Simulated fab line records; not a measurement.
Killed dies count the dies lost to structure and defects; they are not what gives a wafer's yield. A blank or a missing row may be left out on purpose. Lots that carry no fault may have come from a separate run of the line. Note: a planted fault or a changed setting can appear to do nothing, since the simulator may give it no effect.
Matching of chambers + flow n5-finfet + N5_BEOL_M6_DESCUM_16 on rie-diel-02 has 4 sister chambers
The step chemistry O2, time 7.9 s. 4 wafers are shown with their chamber, then 7 later ones without.

## WAFERS PAIRED WITH THEIR CHAMBERS
| wafer  | chamber | throttle-valve-pct (%) |
|--------|---------|------------------------|
| L075.2 | 1       | 20.55                  |
| L078.2 | 3       | 20.99                  |
| L078.6 | 2       | 20.93                  |
| L085.5 | 0       | 20.33                  |

## WAFERS WITHOUT THEIR CHAMBER
| wafer  | throttle-valve-pct (%) |
|--------|------------------------|
| L085.6 | 21.03                  |
| L095.2 | 20.61                  |
| L095.5 | 20.36                  |
| L095.6 | 21.07                  |
| L096.1 | 20.62                  |
| L096.2 | 20.36                  |
| L096.5 | 20.60                  |

## WHICH CHAMBER EACH WENT THROUGH
| wafer  | from the rows above     | in truth |
|--------|-------------------------|----------|
| L085.6 | can't be placed: 3 or 2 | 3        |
| L095.2 | 1                       | 1        |
| L095.5 | 0                       | 0        |
| L095.6 | can't be placed: 3 or 2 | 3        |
| L096.1 | 1                       | 1        |
| L096.2 | 0                       | 0        |
| L096.5 | 1                       | 1        |
5 of 7 placed correctly. Cannot be placed on the basis of these rows: 2; the candidates contain the true chamber in 2. Placed wrongly: 0.
How it was worked out, from the rows above alone: a wafer's distance from a chamber is the root of the sum, over the readings, of the square of ((its reading less the chamber's mean) divided by the reading's scatter). If the next closest chamber is less than 2 further off than the closest, the wafer can't be placed; otherwise it belongs to the closest. Each chamber's mean is taken over the wafers shown for it. The scatter: with one shown wafer a chamber, the root of the mean of the squares of how far each hidden wafer lies from its nearest shown one.
